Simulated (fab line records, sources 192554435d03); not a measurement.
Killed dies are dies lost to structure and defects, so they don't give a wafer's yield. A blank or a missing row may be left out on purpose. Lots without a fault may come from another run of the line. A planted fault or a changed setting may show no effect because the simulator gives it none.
Problem report in the 8D (eight disciplines) form, filled by code | flow n5_finfet | the parts of the form that need people (team, actions taken, sign-off) are left out

1. THE PROBLEM
plate_temp_C at N5_BEOL_M15_COAT_56 reads a mean of 242.03 C on 6 wafers of 2 lots; wafers without a fault read 250.00 C with a standard deviation of 0.16. That is -50 standard deviations from the usual mean.
The step: time 60 s, resist thk 550 nm.
First seen on wafer L377.1, day 14 03:05, on litho_track-03. The record holds 33 wafers of 11 lots with a number at this step. Rule for "out", or "out of limits": more than 4 standard deviations from the usual mean. The other wafers with a number count as sound.

2. WHAT IT IS AND WHAT IT IS NOT
question                    | is                                 | is not
which readings at this step | plate_temp_C, heater_power_total_W | -
which lots                  | L377, L379                         | L368, L369, L370, L381, L382, L386, L387, L388, L390
which wafers of those lots  | all that have a number             | -
read on which tools         | litho_track-03                     | litho_track-02, litho_track-04
when                        | from day 14 03:05                  | up to then (9 sound wafers); but 18 sound wafers of L381, L382, L386, L387, L388, L390 came after

3. SUSPECTS, AND WHAT RULES EACH OUT
Counting: a tool at a process step up to the reading stays a suspect if it ran every lot that is out and no sound lot after the first of them.
- litho_track-03 at N5_BEOL_M15_COAT_56 (time 60 s, resist thk 550 nm): kept. It ran every lot that is out, first L377 (day 14 03:05), and no sound lot after that; its last sound lot up to then is L370 (day 12 11:36). Its own readings are out on those wafers: heater_power_total_W, plate_temp_C.
Left after counting: litho_track-03 at N5_BEOL_M15_COAT_56.

4. THE CAUSE (what the simulator had put in)
Process parameter drift: litho_track-03, from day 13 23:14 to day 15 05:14, at N5_BEOL_M15_COAT_56. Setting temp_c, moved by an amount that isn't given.
Counting left only this tool.

5. THE CHAIN OF EFFECTS, in route order
Each row: a reading whose mean over the struck wafers that have a number lies more than 3 standard deviations from the usual. Only readings for which the record gives a usual standard deviation are gone through. hours: the time from each lot's start at the first step in this table that gives one to its start at this step, as a median over the lots. sigmas: the change in usual standard deviations.
hours | step                | reading              | usual    | on struck wafers | change | sigmas
0     | N5_BEOL_M15_COAT_56 | heater_power_total_W | 500.5 W  | 480.6            | -19.9  | -11
0     | N5_BEOL_M15_COAT_56 | plate_temp_C         | 250.00 C | 242.03           | -7.97  | -50
The process steps in it:
- N5_BEOL_M15_COAT_56: time 60 s, resist thk 550 nm.

6. WHAT WOULD HAVE CAUGHT IT SOONER
In this record the first reading out of limits was taken at day 14 03:05, 4 hours after the fault began at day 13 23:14.
